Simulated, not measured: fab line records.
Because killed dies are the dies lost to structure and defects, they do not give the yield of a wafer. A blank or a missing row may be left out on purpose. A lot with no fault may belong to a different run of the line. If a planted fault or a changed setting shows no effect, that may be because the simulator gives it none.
Comparing a struck lot with a sound one + flow n5Finfet + 15 out of 1938 route steps
Sound: wafers L154.1, L154.3, L154.6. Wafers L156.1, L156.4 were the ones struck. The cause comes at the end.
At each step with rows: each side's tool, then ch and its chambers, then its first start. Under that, the readings that differ: sound wafers + struck wafers + difference of the means + sigmas: that difference in standard deviations of wafers without a fault.
alike: readings whose means differ by less than 2 such deviations, and words and numbers that are the same on both sides. not compared: withheld readings, readings that some wafer has no value for, bounds like >300 that may hide the same value, and numbers for which the record gives no deviation and whose values overlap.
A row with sigmas, a row that says differs or no value, or rows on one side alone: a step with any of these is where the two part. Non-overlapping numbers with no deviation appear without sigmas and do not part them. Lack of a reading on every wafer of one side parts them only where that side has two or more wafers.

N5_BEOL_M11_CURE_72: cures SiCOH lowk, time 120 s.
  sound on uvCure-02 ch 1, day 11 10:36; struck on uvCure-02 ch 1, day 11 14:47
  alike: lampPowerPct, wafer_temp_C_max
N5_BEOL_M11_DEGAS_44: time 60 s.
  struck on pvdSputter-03, day 11 15:30; sound on pvdSputter-03, day 11 11:02
  alike: heaterPowerW
N5_BEOL_M11_PRE_CLEAN_45: time 30 s.
  struck on pvdSputter-03, day 11 15:32; sound on pvdSputter-03, day 11 11:05
  alike: heaterPowerW
N5_BEOL_M11_ALD_74: deposits TaN, target thk 2 nm, pulse time 2 s, purge time 3 s.
  sound on aldMetal-01 ch 2,3, day 11 11:18; struck on aldMetal-03 ch 1,3, day 11 15:36
  alike: heaterPowerW
  not compared: sinceWetCleanH
then, 5 steps without rows for these wafers: N5_BEOL_M11_SURFACE_TREAT_76; N5_BEOL_M11_CVD_75 (deposits Co from CCTBA/H2, target thk 2 nm, time 138.9 s); N5_BEOL_M11_SPUTTER_48 (material Cu, target thk 12 nm, time 2 s); N5_BEOL_M11_ECD_50 (material Cu, target thk 318 nm); N5_BEOL_M11_ANNEAL_51 (time 90 s).
N5_BEOL_M11_CMP_52: polishes, stops on SiCOH lowk, t overpolish 7 s, target thk 140 nm.
  sound on cmp-01 ch 0,2,3, day 11 12:29; struck on cmp-02 ch 0,2, day 11 17:42
  alike: barrierFieldEndpointS, clearingPlatenDownForcePsi, motorCurrentA, overpolishRunS, slurryFilterDpKPa, timeToEndpointS
N5_BEOL_M11_THK_MEAS_53: measures by xrf.
  struck on filmMetro-01, day 11 17:58; sound on filmMetro-01, day 11 12:44
| reading      | sound             | struck      | difference | sigmas |
|--------------|-------------------|-------------|------------|--------|
| M11_THK (nm) | 133.5 134.5 135.0 | 140.8 138.9 | +5.5       | +2     |
then, 1 step without rows for these wafers: N5_BEOL_M11_PRE_CLEAN_55 (time 15 s).
N5_BEOL_M11_DEP_56: deposits SiCN from 3MS/NH3, target thk 30 nm, time 10.5 s.
  sound on pecvd-04 ch 1,2, day 11 12:48; struck on pecvd-04 ch 2, day 11 18:01
| reading                                  | sound        | struck    | difference | sigmas |
|------------------------------------------|--------------|-----------|------------|--------|
| model.SiCN_of_BEOL_M11_DEP_56.thkNm (nm) | 29.6 29.8 30 | 27.6 28.2 | -1.9       |        |
  alike: showerheadPlenumPTorr, throttleValvePct
  not compared: sinceWetCleanH
N5_BEOL_M11_RS_MEAS_57: measures by four-point-probe.
  struck on filmMetro-02, day 11 18:06; sound on filmMetro-01, day 11 12:52
| reading         | sound             | struck      | difference | sigmas |
|-----------------|-------------------|-------------|------------|--------|
| M11_RS (ohm/sq) | 0.157 0.155 0.155 | 0.147 0.149 | -0.008     | -2     |
then, 1 step without rows for these wafers: N5_PASSIVATION_PROBE_49.

## WHERE THEY PART
At N5_BEOL_M11_THK_MEAS_53 first; at N5_BEOL_M11_RS_MEAS_57 last (within this record only).

WHY: the cause the simulator had injected
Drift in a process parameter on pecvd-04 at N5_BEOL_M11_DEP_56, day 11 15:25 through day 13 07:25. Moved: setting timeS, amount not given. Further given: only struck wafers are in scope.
